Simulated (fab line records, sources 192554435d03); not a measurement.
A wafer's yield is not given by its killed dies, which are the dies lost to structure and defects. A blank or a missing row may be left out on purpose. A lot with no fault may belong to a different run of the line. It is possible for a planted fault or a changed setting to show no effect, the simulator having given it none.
Split-lot experiment | flow n5Finfet | 21 wafers read across 7 lots, on a route 1938 steps long

## THE SPLIT
At N5_BEOL_M11_EXPOSE_08 (exposes mask M11), the setting doseMj was moved away from the recipe's 53.75 on 7 of the 21 wafers read, by -5.2% to +5.7%. All remaining wafers had this setting at the recipe value.

## FROM THE SPLIT TO THE READING: what the file shows between them, 15 steps
- N5_BEOL_M11_PEB_09: peb time 60 s
- N5_BEOL_M11_DEVELOP_10: develop time 30 s
- N5_BEOL_M11_CD_MEAS_11: target cd 64.1 nm
- N5_BEOL_M11_DESCUM_16: chemistry O2, time 7.9 s
- N5_BEOL_M11_ETCH_61: etches SiARC in CF4, target depth 39 nm, time 65 s
- N5_BEOL_M11_ETCH_62: etches SOC in N2/H2, target depth 110 nm, overetch 22 nm, time 165 s
- N5_BEOL_M11_STRIP_68: strips in N2/H2
- N5_BEOL_M11_STRIP_67: strips in CF4
- N5_BEOL_M11_HM_OPEN_17: chemistry Cl2/BCl3, target TiN, target depth 20 nm, overetch 6 nm
- N5_BEOL_M11_STRIP_19: strips in O2
- N5_BEOL_M11_CD_MEAS_18: pitch 140 nm, target cd 70 nm
- N5_BEOL_M11_COAT_63: time 60 s, resist thk 100 nm
- N5_BEOL_M11_COAT_64: time 60 s, resist thk 30 nm
- N5_BEOL_M11_PRECLEAN_42: cleans in residue remover, time 60 s
- N5_BEOL_M11_SRD_43: time 30 s

## THE READING
Shown in nm: cdNm at N5_BEOL_M11_CD_MEAS_35, with target cd 70 nm. Typical for fault-free wafers on this fab line: 70.0 nm, with standard deviation 0.56 nm.

wafer  | tool, chamber at the split | doseMj as run | against the recipe | cdNm, nm | against lot-mates on the recipe
L077.3 | arfiScanner-02, 0          | 53.75         | recipe             | 70.3     | -
L077.4 | arfiScanner-02, 0          | 53.75         | recipe             | 70.1     | -
L077.5 | arfiScanner-02, 0          | 55.38         | +3.0%              | 72.2     | +2.0
L078.2 | arfiScanner-03, 0          | 53.75         | recipe             | 70.5     | -
L078.5 | arfiScanner-03, 0          | 53.75         | recipe             | 70.1     | -
L078.6 | arfiScanner-03, 0          | 53.75         | recipe             | 69.6     | -
L082.1 | arfiScanner-02, 0          | 56.62         | +5.3%              | 73.0     | +3.7
L082.2 | arfiScanner-02, 0          | 56.62         | +5.3%              | 72.7     | +3.4
L082.5 | arfiScanner-02, 0          | 53.75         | recipe             | 69.3     | -
L090.1 | arfiScanner-03, 0          | 51.42         | -4.3%              | 66.8     | -2.2
L090.3 | arfiScanner-03, 0          | 51.42         | -4.3%              | 66.8     | -2.2
L090.6 | arfiScanner-03, 0          | 53.75         | recipe             | 69.0     | -
L091.1 | arfiScanner-03, 0          | 53.75         | recipe             | 69.7     | -
L091.3 | arfiScanner-03, 0          | 53.75         | recipe             | 69.8     | -
L091.4 | arfiScanner-03, 0          | 56.8          | +5.7%              | 73.4     | +3.7
L095.1 | arfiScanner-03, 0          | 53.75         | recipe             | 71.3     | -
L095.3 | arfiScanner-03, 0          | 50.98         | -5.2%              | 68.2     | -3.0
L095.5 | arfiScanner-03, 0          | 53.75         | recipe             | 71.0     | -
L097.1 | arfiScanner-02, 0          | 53.75         | recipe             | 69.9     | -
L097.2 | arfiScanner-02, 0          | 53.75         | recipe             | 69.5     | -
L097.4 | arfiScanner-02, 0          | 53.75         | recipe             | 68.9     | -

FIT RESULTS
A straight line over all 21 wafers: cdNm changes by +0.576 nm for each +1% of doseMj; r = +0.93; the points scatter about the line by 0.69 nm.
The same after taking each lot's own level away (the mean of its wafers on the recipe; 21 wafers): +0.605 nm for each +1%; r = +0.99; scatter 0.28 nm.
Per that fit: largest doseMj move, reading shift of 3.4 nm.
The lots' own levels span 69.00 to 71.15 nm, that is 3.8 times the standard deviation above.
The two slopes agree, so the slope changes little with the lot-to-lot level.
Check: +3.5 nm against its lot-mates is what the line predicts for one of the wafers moved furthest among these (+5.7%) when that wafer is left out of the fit. Against them it came out at +3.65 nm.

## THE WHOLE CHAIN: every reading that the file lists as answering this split, in the file's order
step                   | what it does                                                         | reading                                                              | change (the file's fit)               | r (the file's)
N5_BEOL_M11_CD_MEAS_11 | target cd 64.1 nm                                                    | cdNm                                                                 | +0.576 nm for each +1% of the setting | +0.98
N5_BEOL_M11_ETCH_61    | etches SiARC in CF4, target depth 39 nm, time 65 s                   | BEOL_M11.cdOffsetNm (the simulator's own value, which no gauge read) | +0.543 nm for each +1% of the setting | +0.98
N5_BEOL_M11_ETCH_62    | etches SOC in N2/H2, target depth 110 nm, overetch 22 nm, time 165 s | BEOL_M11.cdOffsetNm (the simulator's own value, which no gauge read) | +0.568 nm for each +1% of the setting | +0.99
N5_BEOL_M11_HM_OPEN_17 | chemistry Cl2/BCl3, target TiN, target depth 20 nm, overetch 6 nm    | BEOL_M11.cdOffsetNm (the simulator's own value, which no gauge read) | +0.559 nm for each +1% of the setting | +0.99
N5_BEOL_M11_CD_MEAS_18 | pitch 140 nm, target cd 70 nm                                        | cdNm                                                                 | +0.553 nm for each +1% of the setting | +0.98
N5_BEOL_M11_CD_MEAS_35 | target cd 70 nm                                                      | cdNm                                                                 | +0.613 nm for each +1% of the setting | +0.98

## FILE'S OWN FIT
cdNm changes by +0.613 nm for each +1% of doseMj, r = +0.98.
